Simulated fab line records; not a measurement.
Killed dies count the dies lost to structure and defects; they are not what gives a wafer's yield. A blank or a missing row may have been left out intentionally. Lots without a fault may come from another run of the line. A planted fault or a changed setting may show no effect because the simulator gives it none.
Matching of chambers || flow nand-harc || 4 sister chambers for NHARC_A_STAIRCASE_STRIP_476 on rie-diel-06
The step strips in O2, time 20 s. 4 wafers are shown with their chamber, then 12 later ones without.

== WAFERS, EACH WITH ITS CHAMBER ==
{"wafer": "L086.4", "chamber": 2, "showerhead-plenum-p-Torr (Torr)": 3.69}
{"wafer": "L085.3", "chamber": 3, "showerhead-plenum-p-Torr (Torr)": 3.76}
{"wafer": "L085.4", "chamber": 0, "showerhead-plenum-p-Torr (Torr)": 3.57}
{"wafer": "L085.5", "chamber": 1, "showerhead-plenum-p-Torr (Torr)": 3.30}

== WAFERS MISSING THEIR CHAMBER ==
{"wafer": "L092.1", "showerhead-plenum-p-Torr (Torr)": 3.56}
{"wafer": "L092.3", "showerhead-plenum-p-Torr (Torr)": 3.29}
{"wafer": "L092.5", "showerhead-plenum-p-Torr (Torr)": 3.56}
{"wafer": "L094.1", "showerhead-plenum-p-Torr (Torr)": 3.75}
{"wafer": "L094.5", "showerhead-plenum-p-Torr (Torr)": 3.68}
{"wafer": "L094.6", "showerhead-plenum-p-Torr (Torr)": 3.29}
{"wafer": "L095.1", "showerhead-plenum-p-Torr (Torr)": 3.56}
{"wafer": "L095.4", "showerhead-plenum-p-Torr (Torr)": 3.75}
{"wafer": "L095.5", "showerhead-plenum-p-Torr (Torr)": 3.68}
{"wafer": "L096.2", "showerhead-plenum-p-Torr (Torr)": 3.29}
{"wafer": "L096.4", "showerhead-plenum-p-Torr (Torr)": 3.75}
{"wafer": "L096.6", "showerhead-plenum-p-Torr (Torr)": 3.68}

== WHICH CHAMBER EACH ONE RAN IN ==
{"wafer": "L092.1", "from the rows above": 0, "in truth": 0}
{"wafer": "L092.3", "from the rows above": 1, "in truth": 1}
{"wafer": "L092.5", "from the rows above": 0, "in truth": 0}
{"wafer": "L094.1", "from the rows above": 3, "in truth": 3}
{"wafer": "L094.5", "from the rows above": 2, "in truth": 2}
{"wafer": "L094.6", "from the rows above": 1, "in truth": 1}
{"wafer": "L095.1", "from the rows above": 0, "in truth": 0}
{"wafer": "L095.4", "from the rows above": 3, "in truth": 3}
{"wafer": "L095.5", "from the rows above": 2, "in truth": 2}
{"wafer": "L096.2", "from the rows above": 1, "in truth": 1}
{"wafer": "L096.4", "from the rows above": 3, "in truth": 3}
{"wafer": "L096.6", "from the rows above": 2, "in truth": 2}
12 of 12 placed correctly. Not placeable from these rows: 0. Wrongly placed: 0.
How it was worked out, from the rows above alone: a wafer's distance from a chamber is the root of the sum, over the readings, of the square of ((its reading less the chamber's mean) divided by the reading's scatter). The wafer belongs to the nearest chamber; if the next one is less than 2 further off, it can't be placed. A chamber's mean is the mean of its shown wafers. The scatter: root of mean squared gap, hidden wafer to nearest shown wafer, with one shown wafer a chamber.
